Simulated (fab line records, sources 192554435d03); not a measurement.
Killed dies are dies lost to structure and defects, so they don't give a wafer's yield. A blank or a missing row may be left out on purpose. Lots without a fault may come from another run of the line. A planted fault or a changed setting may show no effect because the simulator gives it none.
Which tool did it? | flow n5_finfet | 11 lots, 33 wafers sampled, at 4 steps of a route of 1938

WHAT THE GAUGES READ, wafer by wafer
N5_BEOL_M5_CD_MEAS_28: target cd 30.6 nm, target cd y 20 nm. Usual: cd_nm 30.60 nm, standard deviation 0.25.
lot  | measured     | on        | cd_nm (nm)        | flag
L183 | day 8 10:34  | cd_sem-03 | 30.84 30.62 30.54 |
L185 | day 8 19:00  | cd_sem-02 | 30.13 30.18 30.01 |
L188 | day 9 11:50  | cd_sem-03 | 30.52 30.61 30.56 |
L192 | day 10 16:13 | cd_sem-03 | 30.55 30.34 30.54 |
L194 | day 11 03:34 | cd_sem-01 | 31.14 30.71 30.77 |
L198 | day 11 23:25 | cd_sem-02 | 30.78 30.58 30.24 |
L202 | day 13 22:22 | cd_sem-02 | 30.63 30.47 30.23 |
L184 | day 14 01:05 | cd_sem-03 | 30.46 30.66 30.44 |
L203 | day 14 03:21 | cd_sem-02 | 30.21 31.02 30.60 |
L205 | day 14 21:39 | cd_sem-03 | 30.26 30.38 30.46 |
L204 | day 15 12:25 | cd_sem-01 | 30.41 30.67 31.14 |

N5_BEOL_M5_INSPECT_30: inspects for defects (brightfield). Usual: raw_defect_count 408, standard deviation 73.
lot  | measured     | on                | raw_defect_count | flag
L183 | day 8 10:39  | defect_inspect-01 | 344 376 355      |
L185 | day 8 19:05  | defect_inspect-02 | 492 411 515      |
L188 | day 9 11:55  | defect_inspect-01 | 389 337 381      |
L192 | day 10 16:19 | defect_inspect-01 | 413 356 413      |
L194 | day 11 03:40 | defect_inspect-02 | 470 363 329      |
L198 | day 11 23:31 | defect_inspect-02 | 381 427 385      |
L202 | day 13 22:29 | defect_inspect-02 | 412 400 479      |
L184 | day 14 01:10 | defect_inspect-01 | 572 478 459      |
L203 | day 14 03:28 | defect_inspect-01 | 351 345 308      |
L205 | day 14 21:44 | defect_inspect-01 | 459 372 386      |
L204 | day 15 12:30 | defect_inspect-01 | 431 404 339      |

WHICH TOOL RAN EACH LOT (tool, then ch and the chambers of the sampled wafers, then the start)
lot  | N5_BEOL_M5_HM_OPEN_17             | N5_BEOL_M5_COAT_74
L183 | rie_metal-01 ch 0,1, day 8 08:47  | litho_track-05 ch 0, day 8 10:17
L185 | rie_metal-03 ch 0,1, day 8 17:58  | litho_track-01 ch 0, day 8 18:43
L188 | rie_metal-01 ch 0,1, day 9 10:49  | litho_track-03 ch 0, day 9 11:34
L192 | rie_metal-01 ch 0,1, day 10 15:34 | litho_track-01 ch 0, day 10 15:57
L194 | rie_metal-03 ch 0,1, day 11 01:22 | litho_track-05 ch 0, day 11 03:11
L198 | rie_metal-03 ch 0,1, day 11 18:29 | litho_track-01 ch 0, day 11 23:09
L202 | rie_metal-03 ch 1, day 13 20:46   | litho_track-03 ch 0, day 13 21:58
L184 | rie_metal-01 ch 0,1, day 13 23:20 | litho_track-05 ch 0, day 14 00:49
L203 | rie_metal-02 ch 0,1, day 13 23:44 | litho_track-05 ch 0, day 14 03:05
L205 | rie_metal-03 ch 1, day 14 20:29   | litho_track-01 ch 0, day 14 21:23
L204 | rie_metal-03 ch 0,1, day 15 10:25 | litho_track-03 ch 0, day 15 12:07
- N5_BEOL_M5_HM_OPEN_17: chemistry Cl2/BCl3, target TiN, target depth 20 nm, overetch 6 nm.
- N5_BEOL_M5_COAT_74: time 60 s, resist thk 5 nm.

WHAT THE TOOLS THEMSELVES READ (means of the sampled wafers that have a number; where no wafer has one, the mark that the record gives instead)
N5_BEOL_M5_HM_OPEN_17. Usual: drypump_motor_current_A 5.6 A, standard deviation 0.41; oes_product_au 0.67 a.u., standard deviation 0.12; throttle_valve_pct 22.31 %, standard deviation 0.17.
lot  | tool         | drypump_motor_current_A (A) | oes_product_au (a.u.) | throttle_valve_pct (%) | flag
L183 | rie_metal-01 | 5.4                         | 0.76                  | 22.46                  |
L185 | rie_metal-03 | 5.8                         | 0.55                  | 22.31                  |
L188 | rie_metal-01 | 5.8                         | 0.77                  | 22.44                  |
L192 | rie_metal-01 | 5.7                         | 0.76                  | 22.44                  |
L194 | rie_metal-03 | 5.8                         | 0.54                  | 22.32                  |
L198 | rie_metal-03 | 5.8                         | 0.54                  | 22.35                  |
L202 | rie_metal-03 | 5.3                         | 0.81                  | 21.97                  |
L184 | rie_metal-01 | 5.4                         | 0.72                  | 22.46                  |
L203 | rie_metal-02 | 5.5                         | 0.61                  | 22.26                  |
L205 | rie_metal-03 | 5.3                         | 0.80                  | 21.98                  |
L204 | rie_metal-03 | 5.8                         | 0.80                  | 22.19                  |

N5_BEOL_M5_COAT_74. Usual: heater_power_total_W 391.8 W, standard deviation 1.4; plate_temp_C 205.02 C, standard deviation 0.16.
lot  | tool           | heater_power_total_W (W) | plate_temp_C (C) | flag
L183 | litho_track-05 | 392.9                    | 204.95           |
L185 | litho_track-01 | 393.5                    | 204.99           |
L188 | litho_track-03 | 391.2                    | 205.15           |
L192 | litho_track-01 | 407.3                    | 211.73           | OFF
L194 | litho_track-05 | 391.4                    | 205.16           |
L198 | litho_track-01 | 407.0                    | 211.43           | OFF
L202 | litho_track-03 | 391.3                    | 205.02           |
L184 | litho_track-05 | 392.7                    | 204.84           |
L203 | litho_track-05 | 391.9                    | 205.15           |
L205 | litho_track-01 | 393.0                    | 205.14           |
L204 | litho_track-03 | 391.4                    | 204.86           |

THE ANSWER, worked out from the rows above alone
Rule: a lot is off if the mean of its wafers that have a number lies more than 3 standard deviations from the usual mean. A lot without any number at a reading at which 4 lots or more have one is off too. The other lots that the step has rows for count as sound. The gauges are gone through in route order, then the tools' own readings, and for those a lot's mean is taken as printed above. The first step at which some lot is off is used, and at that step the reading that is off furthest; a lot without a number counts as furthest.
Off: L192, L198, at N5_BEOL_M5_COAT_74 (plate_temp_C).
A tool fits if, at that step or a process step before it, it ran every lot that is off, and no sound lot after the first of them. None of those tried fits.

WHAT THE SIMULATOR HAD PUT IN
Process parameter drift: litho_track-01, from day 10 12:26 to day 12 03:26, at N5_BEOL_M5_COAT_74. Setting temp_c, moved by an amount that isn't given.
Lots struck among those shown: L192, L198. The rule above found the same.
